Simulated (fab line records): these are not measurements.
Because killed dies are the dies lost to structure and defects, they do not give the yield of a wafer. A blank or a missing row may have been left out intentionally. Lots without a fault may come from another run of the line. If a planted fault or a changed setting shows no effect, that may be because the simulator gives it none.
One fault seen from 2 desks :: flow n5-finfet :: each desk holds nothing but its own numbers, with what lay behind them at the end

AT THE METROLOGY DESK
What the gauges read for every lot (on any tool): the sampled wafers with a number, averaged. Any lot whose mean is over 4 standard deviations away from the usual mean is out of limits and marked OUT; that distance is given in the brackets. Readings shown: 7 of its 11, picked as those furthest out on some lot.
Columns: A = FIN_CORE_OVL at N5_FIN_SAQP_OVL_MEAS_17, usual 0.1 nm; B = IOFF_P at N5_BEOL_M4_RC_MEAS_101, usual 0.22 nA/um; C = ION_P at N5_BEOL_M4_RC_MEAS_101, usual 462 uA/um; D = SS_N at N5_BEOL_M4_RC_MEAS_101, usual 71.6 mV/dec; E = SS_P at N5_BEOL_M4_RC_MEAS_101, usual 73.5 mV/dec; F = VT_N at N5_BEOL_M4_RC_MEAS_101, usual 250 mV; G = VT_P at N5_BEOL_M4_RC_MEAS_101, usual -250 mV
lot: L618
first seen here: day 1 22:03
A: -0.2
B: 0.27
C: 470
D: 70.7
E: 73.6
F: 248
G: -245

lot: L620
first seen here: day 2 10:37
A: -1.5
B: 0.21
C: 477
D: 70.6
E: 72.9
F: 251
G: -249

lot: L622
first seen here: day 2 22:26
A: 0.1
B: 0.16
C: 448
D: 71.1
E: 72.5
F: 255
G: -257

lot: L623
first seen here: day 3 03:34
A: 1.9
B: 0.21
C: 457
D: 71.6
E: 73.2
F: 253
G: -250

lot: L633
first seen here: day 5 15:34
A: -0.5
B: 0.23
C: 458
D: 71.9
E: 73.6
F: 248
G: -252

lot: L635
first seen here: day 6 05:10
A: -0.3
B: 0.27
C: 464
D: 72.0
E: 74.8
F: 246
G: -246

lot: L637
first seen here: day 6 15:30
A: 0.6
B: 0.25
C: 462
D: 71.9
E: 73.6
F: 249
G: -248

lot: L638
first seen here: day 6 22:23
A: 0.2
B: 0.24
C: 458
D: 71.6
E: 74.4
F: 253
G: -248

lot: L639
first seen here: day 7 04:04
A: -0.1
B: 0.22
C: 466
D: 71.4
E: 73.3
F: 250
G: -249
This desk found nothing out of limits on any of the 9 lots.

THE TOOL OWNER'S DESK: pecvd-01
The tool's own readings at N5_FIN_SAQP_PECVD_48 (deposits SiNx from SiH4/NH3/N2, target thk 25 nm, time 22.1 s): means of the sampled wafers that have a number, for each lot that ran on this tool. Any lot whose mean is over 4 standard deviations away from the usual mean is out of limits and marked OUT; that distance is given in the brackets.
Columns: A = chamber-pressure-Torr at N5_FIN_SAQP_PECVD_48, usual 1.500 Torr; B = heater-power-w at N5_FIN_SAQP_PECVD_48, usual 766 W; C = showerhead-plenum-p-Torr at N5_FIN_SAQP_PECVD_48, usual 5.17 Torr; D = throttle-valve-pct at N5_FIN_SAQP_PECVD_48, usual 39.7 %
lot: L622
first seen here: day 2 21:44
A: 1.502
B: 893
C: 5.20
D: 40.5

lot: L623
first seen here: day 3 02:52
A: 1.497
B: 959
C: 5.22
D: 40.7

lot: L633
first seen here: day 5 14:55
A: 1.496
B: 880
C: 5.19
D: 40.6

lot: L635
first seen here: day 6 04:28
A: 1.497
B: 748
C: 5.20
D: 38.2
This desk found nothing out of limits on any of the 4 lots.

BROUGHT TOGETHER
Metrology desk: nothing out of limits seen.
Nothing out of limits was seen by the tool owner's desk.

WHAT HAD BEEN PUT IN BY THE SIMULATOR
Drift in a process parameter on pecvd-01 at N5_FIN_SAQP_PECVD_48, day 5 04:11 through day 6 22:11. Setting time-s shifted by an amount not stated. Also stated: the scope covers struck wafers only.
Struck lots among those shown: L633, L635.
